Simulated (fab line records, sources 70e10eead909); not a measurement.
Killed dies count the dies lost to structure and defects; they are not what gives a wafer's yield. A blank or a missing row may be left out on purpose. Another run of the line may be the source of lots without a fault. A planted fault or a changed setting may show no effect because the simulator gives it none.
Shared-tool check + flow nand_harc + Sampled: 14 lots, 42 wafers

## WHY IT WAS OPENED
On 2 of the 14 lots, a flag is raised at NHARC_A_ONON_D1_THK_MEAS_21 on the reading thk_nm. Wafers without a fault read 1002 nm, standard deviation 11.
Rule: a lot gets a flag if all its wafers with a number sit over 4 standard deviations from that mean, or if no wafer of it has a number. The rest of the lots are taken to be sound.

| lot  | measured     | on            | thk_nm (nm), wafer by wafer | flag    |
|------|--------------|---------------|-----------------------------|---------|
| L705 | day 8 09:59  | film_metro-01 | 997 995 997                 |         |
| L706 | day 8 09:59  | film_metro-01 | 1004 1002 1001              |         |
| L708 | day 8 10:01  | film_metro-02 | 986 985 984                 |         |
| L707 | day 8 17:25  | film_metro-01 | 987 985 988                 |         |
| L710 | day 8 21:13  | film_metro-02 | 992 992 992                 |         |
| L713 | day 9 20:17  | film_metro-02 | 996 996 996                 |         |
| L712 | day 9 20:18  | film_metro-01 | 990 990 989                 |         |
| L711 | day 9 20:26  | film_metro-01 | 995 993 995                 |         |
| L714 | day 10 06:22 | film_metro-02 | 1017 1020 1019              |         |
| L720 | day 11 04:45 | film_metro-01 | 1568 1570 1569              | FLAGGED |
| L717 | day 11 05:06 | film_metro-02 | 1598 1598 1598              | FLAGGED |
| L719 | day 11 19:11 | film_metro-01 | 1007 1006 1005              |         |
| L726 | day 13 05:32 | film_metro-02 | 1011 1011 1012              |         |
| L728 | day 13 17:29 | film_metro-02 | 997 995 997                 |         |
The numbers of the flagged lots are 1584 nm on average: +582 nm against the usual, or +53 standard deviations.

## TOOL THAT RAN EACH LOT
The record keeps 1 process step preceding the reading, out of 1159 steps on the route. Read each cell as the tool, then ch plus the chambers that the sampled wafers visited, then the start.
| lot  | flag    | NHARC_A_ONON_D1_DEP_19           |
|------|---------|----------------------------------|
| L705 |         | pecvd_onon-01 ch 0, day 8 09:28  |
| L706 |         | pecvd_onon-04 ch 0, day 8 09:29  |
| L708 |         | pecvd_onon-03 ch 0, day 8 09:29  |
| L707 |         | pecvd_onon-01 ch 0, day 8 16:54  |
| L710 |         | pecvd_onon-01 ch 0, day 8 20:43  |
| L713 |         | pecvd_onon-04 ch 0, day 9 19:47  |
| L712 |         | pecvd_onon-01 ch 0, day 9 19:50  |
| L711 |         | pecvd_onon-03 ch 0, day 9 19:56  |
| L714 |         | pecvd_onon-01 ch 0, day 10 05:50 |
| L720 | FLAGGED | pecvd_onon-01 ch 0, day 11 04:21 |
| L717 | FLAGGED | pecvd_onon-01 ch 0, day 11 04:42 |
| L719 |         | pecvd_onon-04 ch 0, day 11 18:39 |
| L726 |         | pecvd_onon-04 ch 0, day 13 05:02 |
| L728 |         | pecvd_onon-03 ch 0, day 13 16:59 |
What the steps here do:
- NHARC_A_ONON_D1_DEP_19: target thk 1000 nm.
- NHARC_A_ONON_D1_THK_MEAS_21: measures by ellipsometry.

## FLAGGED OVER TOTAL, TOOL BY TOOL (the gauges that took the reading come last)
| step                        | tool          | lots run | flagged | share of the flagged lots | sound lots run after its first flagged lot |
|-----------------------------|---------------|----------|---------|---------------------------|--------------------------------------------|
| NHARC_A_ONON_D1_DEP_19      | pecvd_onon-01 | 7        | 2       | all                       | 0                                          |
| NHARC_A_ONON_D1_DEP_19      | pecvd_onon-03 | 3        | 0       | none                      | -                                          |
| NHARC_A_ONON_D1_DEP_19      | pecvd_onon-04 | 4        | 0       | none                      | -                                          |
| NHARC_A_ONON_D1_THK_MEAS_21 | film_metro-01 | 7        | 1       | some                      | 1 (L719)                                   |
| NHARC_A_ONON_D1_THK_MEAS_21 | film_metro-02 | 7        | 1       | some                      | 2 (L726,L728)                              |

## THE TABLE: WHAT IT ALLOWS
All flagged lots share 1 row of the table, namely pecvd_onon-01 at NHARC_A_ONON_D1_DEP_19.
- pecvd_onon-01 at NHARC_A_ONON_D1_DEP_19 ran 7 lots, 2 of them flagged. It ran its last sound lot, L714, at day 10 05:50 and its first flagged lot, L720, at day 11 04:21: a fault with its onset between the two fits.
Just one tool remains: pecvd_onon-01 at NHARC_A_ONON_D1_DEP_19.

## WHAT WAS PUT IN BY THE SIMULATOR
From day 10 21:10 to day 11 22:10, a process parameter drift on pecvd_onon-01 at NHARC_A_ONON_D1_DEP_19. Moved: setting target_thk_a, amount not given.
Lots struck among those shown: L720, L717. This agrees with what the rule above found.
